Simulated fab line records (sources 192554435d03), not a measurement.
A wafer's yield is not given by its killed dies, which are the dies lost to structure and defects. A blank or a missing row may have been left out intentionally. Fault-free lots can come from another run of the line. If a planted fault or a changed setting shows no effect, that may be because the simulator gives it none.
One fault through the eyes of 2 desks    flow n5Finfet    every desk sees just its own numbers, and what lay behind them comes last

== AT THE TOOL OWNER'S DESK: rieDiel-04 ==
The tool's own readings at N5_BEOL_M8_TRENCH_ETCH_37 (etches SiCOH lowk in C4F6/O2, target depth 93.478 nm, time 31.2 s): means of the sampled wafers that have a number, for each lot that ran on this tool. The brackets show how far a lot's mean lies from the usual mean; more than 4 standard deviations puts the lot out of limits, marked OUT.
Columns: A = biasW at N5_BEOL_M8_TRENCH_ETCH_37, usual 185.0 W; B = drypumpMotorCurrentA at N5_BEOL_M8_TRENCH_ETCH_37, usual 5.5 A; C = oesProductAu at N5_BEOL_M8_TRENCH_ETCH_37, usual 0.75 a.u.; D = rfVppV at N5_BEOL_M8_TRENCH_ETCH_37, usual 667 V; E = showerheadPlenumPTorr at N5_BEOL_M8_TRENCH_ETCH_37, usual 2.83 Torr; F = throttleValvePct at N5_BEOL_M8_TRENCH_ETCH_37, usual 20.93 %
lot   first seen here  A                 B    C     D    E     F
L263  day 10 15:20     184.7             5.4  0.69  667  2.86  21.09
L265  day 10 18:22     184.6             5.4  0.71  668  2.86  21.11
L270  day 12 12:23     184.6             5.4  0.73  671  2.72  20.96
L268  day 12 21:17     190.0 (+8.9) OUT  5.1  0.78  690  2.74  20.87
This desk's finding: out of limits on L268; first on L268, day 12 21:17 (biasW at N5_BEOL_M8_TRENCH_ETCH_37). In limits: L263, L265, L270.

== THE DEFECT DESK ==
Lot by lot, what the route's inspections counted, given as the mean of those sampled wafers with a number. The brackets show how far a lot's mean lies from the usual mean; more than 4 standard deviations puts the lot out of limits, marked OUT.
Columns: A = rawDefectCount at N5_BEOL_M8_INSPECT_30, usual 401
lot   first seen here  A
L261  day 9 21:16      429
L262  day 10 09:20     446
L263  day 10 13:59     317
L265  day 10 17:38     506
L270  day 12 12:05     431
L268  day 12 20:45     395
L276  day 14 00:01     384
L277  day 14 10:04     469
L280  day 14 17:47     320
L279  day 14 17:57     337
Result from this desk: across the 10 lots, nothing is out of limits.

== BROUGHT TOGETHER ==
An alarm could have come from the tool owner's desk at day 12 21:17, on L268.
Nothing the defect desk looked at was out of limits.
The defect desk has L268 on record, within its limits.
Of the lots named, all ran N5_BEOL_M8_TRENCH_ETCH_37 on rieDiel-04.

== WHAT THE SIMULATOR HAD INSERTED ==
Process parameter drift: rieDiel-04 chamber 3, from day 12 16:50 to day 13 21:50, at N5_BEOL_M8_TRENCH_ETCH_37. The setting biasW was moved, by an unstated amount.
Struck lots among those shown: L268.
How many hours passed from the start of the fault until each desk's first out-of-limits reading: the tool owner's desk, 4.
